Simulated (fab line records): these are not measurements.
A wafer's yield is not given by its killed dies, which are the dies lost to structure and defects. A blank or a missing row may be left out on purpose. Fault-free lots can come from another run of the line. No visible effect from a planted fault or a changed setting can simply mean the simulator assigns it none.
Split-lot study | flow n5 finfet | on a route of 1938 steps: 7 lots, 21 wafers read

== SPLIT DETAILS ==
At N5_BEOL_M8_ETCH_61 (etches SiARC in CF4, target depth 45.5 nm, time 75.8 s), the setting bias w was moved away from the recipe's 36 W on 4 of the 21 wafers read, by -17.5% to +12.8%. All remaining wafers had this setting at the recipe value.

The reading comes from the split's own step.

== THE READING ==
rf vpp V, in V, at N5_BEOL_M8_ETCH_61 (etches SiARC in CF4, target depth 45.5 nm, time 75.8 s). Fault-free wafers of this fab line usually give 184.0 V, standard deviation 1.2 V.

wafer  | tool, chamber at the split | bias w as run, W | against the recipe | rf vpp V, V | against lot-mates on the recipe
L077.2 | rie diel-05, 2             | 36               | recipe             | 183.0       | -
L077.3 | rie diel-05, 0             | 40.12            | +11.4%             | 196.3       | +13.6
L077.5 | rie diel-05, 2             | 36               | recipe             | 182.5       | -
L078.2 | rie diel-03, 1             | 40.59            | +12.8%             | 198.9       | +15.3
L078.3 | rie diel-03, 2             | 36               | recipe             | 183.8       | -
L078.5 | rie diel-03, 2             | 36               | recipe             | 183.3       | -
L080.2 | rie diel-03, 1             | 36               | recipe             | 182.4       | -
L080.3 | rie diel-03, 2             | 29.71            | -17.5%             | 163.1       | -19.3
L080.4 | rie diel-03, 0             | 29.71            | -17.5%             | 165.2       | -17.2
L079.3 | rie diel-05, 1             | 36               | recipe             | 184.6       | -
L079.4 | rie diel-05, 1             | 36               | recipe             | 184.4       | -
L079.6 | rie diel-05, 2             | 36               | recipe             | 183.9       | -
L086.1 | rie diel-01, 3             | 36               | recipe             | 182.6       | -
L086.2 | rie diel-01, 0             | 36               | recipe             | 184.1       | -
L086.3 | rie diel-01, 1             | 36               | recipe             | 186.1       | -
L091.1 | rie diel-03, 3             | 36               | recipe             | 182.0       | -
L091.4 | rie diel-03, 1             | 36               | recipe             | 183.3       | -
L091.6 | rie diel-03, 1             | 36               | recipe             | 183.1       | -
L090.3 | rie diel-05, 1             | 36               | recipe             | 183.4       | -
L090.5 | rie diel-05, 3             | 36               | recipe             | 184.7       | -
L090.6 | rie diel-05, 2             | 36               | recipe             | 182.3       | -

THE FIT
A straight line over all 21 wafers: rf vpp V changes by +1.13 V for each +1% of bias w; r = +0.99; the points scatter about the line by 1.1 V.
The same after taking each lot's own level away (the mean of its wafers on the recipe; 21 wafers): +1.1 V for each +1%; r = +0.99; scatter 0.93 V.
The reading moves by 19 V for the largest change in bias w, on that fit.
The lots' own levels span 182.40 to 184.30 V, that is 1.6 times the standard deviation above.
So the lot-to-lot level changes the slope little: the two slopes agree.
Check: -18.7 V against its lot-mates is what the line predicts for one of the wafers moved furthest among these (-17.5%) when that wafer is left out of the fit. It came out at -19.3 V against them.
Tool readings at the split's step, against how far the setting was moved: rf vpp V r = +0.99.

== FILE'S OWN FIT ==
rf vpp V changes by +1.12 V for each +1% of bias w, r = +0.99.
